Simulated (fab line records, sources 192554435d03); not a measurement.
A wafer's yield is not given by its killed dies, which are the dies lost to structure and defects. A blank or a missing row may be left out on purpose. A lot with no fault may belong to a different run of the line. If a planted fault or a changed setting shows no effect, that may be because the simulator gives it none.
Matching of chambers / flow n5_finfet / 4 sister chambers for N5_BEOL_M10_DESCUM_16 on rie_diel-05
The step chemistry O2, time 7.9 s. 16 wafers are shown with their chamber, then 8 later ones without.

WAFERS PAIRED WITH THEIR CHAMBERS
wafer=L075.2; chamber=3; drypump_motor_current_A (A)=4.6; showerhead_plenum_p_Torr (Torr)=2.21; throttle_valve_pct (%)=20.56
wafer=L075.4; chamber=1; drypump_motor_current_A (A)=5.7; showerhead_plenum_p_Torr (Torr)=2.03; throttle_valve_pct (%)=20.47
wafer=L075.6; chamber=1; drypump_motor_current_A (A)=5.7; showerhead_plenum_p_Torr (Torr)=2.03; throttle_valve_pct (%)=20.48
wafer=L077.1; chamber=0; drypump_motor_current_A (A)=6.2; showerhead_plenum_p_Torr (Torr)=2.04; throttle_valve_pct (%)=20.82
wafer=L077.3; chamber=3; drypump_motor_current_A (A)=4.6; showerhead_plenum_p_Torr (Torr)=2.21; throttle_valve_pct (%)=20.57
wafer=L077.6; chamber=3; drypump_motor_current_A (A)=4.6; showerhead_plenum_p_Torr (Torr)=2.21; throttle_valve_pct (%)=20.59
wafer=L074.1; chamber=3; drypump_motor_current_A (A)=4.6; showerhead_plenum_p_Torr (Torr)=2.20; throttle_valve_pct (%)=20.59
wafer=L074.5; chamber=3; drypump_motor_current_A (A)=4.6; showerhead_plenum_p_Torr (Torr)=2.20; throttle_valve_pct (%)=20.58
wafer=L074.6; chamber=2; drypump_motor_current_A (A)=5.6; showerhead_plenum_p_Torr (Torr)=2.21; throttle_valve_pct (%)=20.43
wafer=L083.1; chamber=1; drypump_motor_current_A (A)=5.7; showerhead_plenum_p_Torr (Torr)=2.03; throttle_valve_pct (%)=20.49
wafer=L083.2; chamber=2; drypump_motor_current_A (A)=5.6; showerhead_plenum_p_Torr (Torr)=2.20; throttle_valve_pct (%)=20.44
wafer=L083.4; chamber=3; drypump_motor_current_A (A)=4.6; showerhead_plenum_p_Torr (Torr)=2.20; throttle_valve_pct (%)=20.60
wafer=L089.2; chamber=3; drypump_motor_current_A (A)=4.6; showerhead_plenum_p_Torr (Torr)=2.20; throttle_valve_pct (%)=20.63
wafer=L089.3; chamber=1; drypump_motor_current_A (A)=5.6; showerhead_plenum_p_Torr (Torr)=2.02; throttle_valve_pct (%)=20.51
wafer=L089.4; chamber=2; drypump_motor_current_A (A)=5.6; showerhead_plenum_p_Torr (Torr)=2.20; throttle_valve_pct (%)=20.48
wafer=L090.1; chamber=2; drypump_motor_current_A (A)=5.6; showerhead_plenum_p_Torr (Torr)=2.20; throttle_valve_pct (%)=20.47

SIGNATURES (means of the wafers above)
reading=drypump_motor_current_A; chamber 0=6.200; chamber 1=5.675; chamber 2=5.600; chamber 3=4.600; scatter within a chamber=0.025
reading=showerhead_plenum_p_Torr; chamber 0=2.0400; chamber 1=2.0275; chamber 2=2.2025; chamber 3=2.2043; scatter within a chamber=0.00518
reading=throttle_valve_pct; chamber 0=20.8200; chamber 1=20.4875; chamber 2=20.4550; chamber 3=20.5886; scatter within a chamber=0.0217
Rule: for a wafer and a chamber, the distance is found by dividing, reading by reading, the gap between the wafer's reading and the chamber's mean by the reading's scatter, squaring, summing and taking the root. If the next closest chamber is less than 2 further off than the closest, the wafer can't be placed; otherwise it belongs to the closest. The scatter is the square root of a quotient: the sum, over the shown wafers, of each reading's squared deviation from its chamber's mean, divided by wafers minus chambers.

WAFERS WITHOUT THEIR CHAMBER
wafer=L090.4; drypump_motor_current_A (A)=5.6; showerhead_plenum_p_Torr (Torr)=2.02; throttle_valve_pct (%)=20.51
wafer=L090.5; drypump_motor_current_A (A)=4.6; showerhead_plenum_p_Torr (Torr)=2.19; throttle_valve_pct (%)=20.63
wafer=L093.1; drypump_motor_current_A (A)=4.6; showerhead_plenum_p_Torr (Torr)=2.19; throttle_valve_pct (%)=20.64
wafer=L093.2; drypump_motor_current_A (A)=5.7; showerhead_plenum_p_Torr (Torr)=2.02; throttle_valve_pct (%)=20.52
wafer=L093.4; drypump_motor_current_A (A)=6.2; showerhead_plenum_p_Torr (Torr)=2.03; throttle_valve_pct (%)=20.87
wafer=L097.2; drypump_motor_current_A (A)=4.6; showerhead_plenum_p_Torr (Torr)=2.19; throttle_valve_pct (%)=20.65
wafer=L097.4; drypump_motor_current_A (A)=5.7; showerhead_plenum_p_Torr (Torr)=2.01; throttle_valve_pct (%)=20.52
wafer=L097.5; drypump_motor_current_A (A)=5.6; showerhead_plenum_p_Torr (Torr)=2.01; throttle_valve_pct (%)=20.53

WHICH CHAMBER EACH WENT THROUGH
wafer=L090.4; from the rows above=1; in truth=1
wafer=L090.5; from the rows above=3; in truth=3
wafer=L093.1; from the rows above=3; in truth=3
wafer=L093.2; from the rows above=1; in truth=1
wafer=L093.4; from the rows above=0; in truth=0
wafer=L097.2; from the rows above=3; in truth=3
wafer=L097.4; from the rows above=1; in truth=1
wafer=L097.5; from the rows above=1; in truth=1
8 of 8 placed correctly. Left unplaced by these rows: 0. Number placed wrongly: 0.
